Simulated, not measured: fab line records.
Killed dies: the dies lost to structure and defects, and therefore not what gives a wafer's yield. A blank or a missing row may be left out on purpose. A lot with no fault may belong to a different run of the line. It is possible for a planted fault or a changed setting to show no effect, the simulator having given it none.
Matching of chambers -- flow n5-finfet -- cmp-03 running N5_GATE_CUT_CMP_02: 4 sister chambers
The step polishes, stops on SiO2, t overpolish 12.7 s, target thk 0 nm. 16 wafers are shown with their chamber, then 8 later ones without.

WAFERS PAIRED WITH THEIR CHAMBERS
wafer,chamber,time-to-endpoint-s (s),motor-current-A (A),overpolish-run-s (s)
L075.2,0,24,7.6,12.692
L075.4,3,31,8.6,12.712
L075.5,3,31,8.9,12.712
L081.1,2,25,8.1,12.703
L081.3,0,23,8.0,12.696
L081.6,2,25,8.3,12.697
L082.3,0,22,7.8,12.691
L082.5,1,27,7.7,12.695
L082.6,2,24,8.0,12.683
L085.1,3,29,8.5,12.702
L085.3,0,22,8.2,12.698
L085.6,0,25,8.1,12.703
L088.3,3,26,9.0,12.694
L088.5,1,27,8.2,12.704
L088.6,0,20,7.9,12.699
L090.2,2,24,8.3,12.692

SIGNATURES (means of the wafers above)
reading,chamber 0,chamber 1,chamber 2,chamber 3,scatter within a chamber
time-to-endpoint-s,22.67,27.00,24.50,29.25,1.66
motor-current-A,7.933,7.950,8.175,8.750,0.223
overpolish-run-s,12.69650,12.69950,12.69375,12.70500,0.00698
Rule: a wafer's distance from a chamber is the root of the sum, over the readings, of the square of ((its reading less the chamber's mean) divided by the reading's scatter). The wafer belongs to the nearest chamber; if the next one is less than 2 further off, it can't be placed. The scatter: take each reading less its chamber's mean, square it, sum over the shown wafers, divide by the number of wafers less the number of chambers, and take the root.

WAFERS MISSING THEIR CHAMBER
wafer,time-to-endpoint-s (s),motor-current-A (A),overpolish-run-s (s)
L090.3,25,7.7,12.701
L090.4,26,7.8,12.681
L093.1,31,8.9,12.697
L093.3,29,8.2,12.699
L093.5,25,7.5,12.707
L097.3,28,8.6,12.707
L097.5,29,8.1,12.692
L097.6,32,8.3,12.702

EACH ONE'S CHAMBER
wafer,from the rows above,in truth
L090.3,can't be placed: 1 or 0 or 2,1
L090.4,can't be placed: 2 or 1 or 0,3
L093.1,3,3
L093.3,can't be placed: 1 or 3 or 2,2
L093.5,can't be placed: 1 or 0 or 2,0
L097.3,3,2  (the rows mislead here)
L097.5,can't be placed: 1 or 2 or 3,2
L097.6,can't be placed: 3 or 1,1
Placed correctly: 1 of 8. Not placeable from these rows: 6 (in 5, the candidates include the true chamber). Wrongly placed: 1.
